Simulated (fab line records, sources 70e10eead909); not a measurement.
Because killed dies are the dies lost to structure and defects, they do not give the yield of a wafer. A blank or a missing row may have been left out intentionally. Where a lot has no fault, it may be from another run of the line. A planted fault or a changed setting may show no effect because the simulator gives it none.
Problem report in the 8D (eight disciplines) form, filled by code + flow nandHarc + the parts of the form that need people (team, actions taken, sign-off) are left out

== 1. PROBLEM STATEMENT ==
Mean of runLengthS at NHARC_P_BONDPAD_ETCH_24: 96.9 s across 3 wafers in 2 lots; on wafers with no fault it is 94.1 s (standard deviation 0.46). That puts it +6.2 standard deviations away from the usual mean.
The step: etches the open film in CF4/N2, target depth 30 nm, time 72.99 s.
Seen first at day 10 12:17 on rieDiel-04, wafer L606.2. The record holds 18 wafers of 6 lots with a number at this step. By rule, "out" or "out of limits" means more than 4 standard deviations away from the usual mean. All remaining wafers that have a number are taken as sound.

== 2. WHAT IT IS, WHAT IT ISN'T ==
| question                    | is                     | is not                                                                                                    |
|-----------------------------|------------------------|-----------------------------------------------------------------------------------------------------------|
| which readings at this step | runLengthS             | chamberPressureMTorr, drypumpMotorCurrentA, oesProductAu, rfVppV, showerheadPlenumPTorr, throttleValvePct |
| which lots                  | L605, L606             | L592, L595, L610, L614                                                                                    |
| which wafers of those lots  | L605.6, L606.2, L606.6 | L605.4, L605.5, L606.3                                                                                    |
| read on which tools         | rieDiel-04             | rieDiel-02, rieDiel-11                                                                                    |
| when                        | from day 10 12:17      | up to then (7 sound wafers); but 8 sound wafers of L605, L610, L614 came after                            |

== 3. WHAT RULES OUT EACH SUSPECT ==
Counting: if a tool at a process step up to the reading ran every lot that is out, it stays a suspect. Sound lots after the first of them don't rule it out here, since some wafers of a struck lot are sound.
- rieDiel-04 at NHARC_P_BONDPAD_STRIP_15 (strips in O2): kept. It processed each lot that is out (first: L606, day 10 12:08); up to then, its last sound lot is L595 (day 7 06:52).
- rieDiel-04 at NHARC_P_BONDPAD_ETCH_24 (etches the open film in CF4/N2, target depth 30 nm, time 72.99 s): kept. It processed each lot that is out (first: L606, day 10 12:17); up to then, its last sound lot is L595 (day 7 07:01). Out on those wafers are its own readings of runLengthS.
Remaining after the count are rieDiel-04 at NHARC_P_BONDPAD_STRIP_15 and rieDiel-04 at NHARC_P_BONDPAD_ETCH_24.

== 4. THE CAUSE (what the simulator had put in) ==
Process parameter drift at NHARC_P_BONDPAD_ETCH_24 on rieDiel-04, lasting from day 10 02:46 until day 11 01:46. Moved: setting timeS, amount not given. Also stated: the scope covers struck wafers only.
After counting, 2 suspects remain, this tool included.

== 5. SEQUENCE OF EFFECTS, ordered by route ==
Rows list readings where the struck wafers' mean (over those with a number) sits beyond 3 standard deviations from the usual. Scope: only readings with a usual standard deviation given in the record; hours: median across lots of the time from each lot's start at the first step in this table that gives one to its start at this step; sigmas: change in usual standard deviations.
| hours | step                    | reading    | usual  | on struck wafers | change | sigmas |
|-------|-------------------------|------------|--------|------------------|--------|--------|
| 0     | NHARC_P_BONDPAD_ETCH_24 | runLengthS | 94.1 s | 96.9             | +2.8   | +6.2   |
The process steps in it:
- NHARC_P_BONDPAD_ETCH_24: etches the open film in CF4/N2, target depth 30 nm, time 72.99 s.
At these later measuring or inspecting steps, every struck wafer for which the step has a row has a number for every such reading, and none has moved that far: NHARC_END_SORT_01.

== 6. WHAT WOULD HAVE CAUGHT IT SOONER ==
First out-of-limits reading in this record: day 10 12:17, which is 10 hours after fault onset at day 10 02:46.
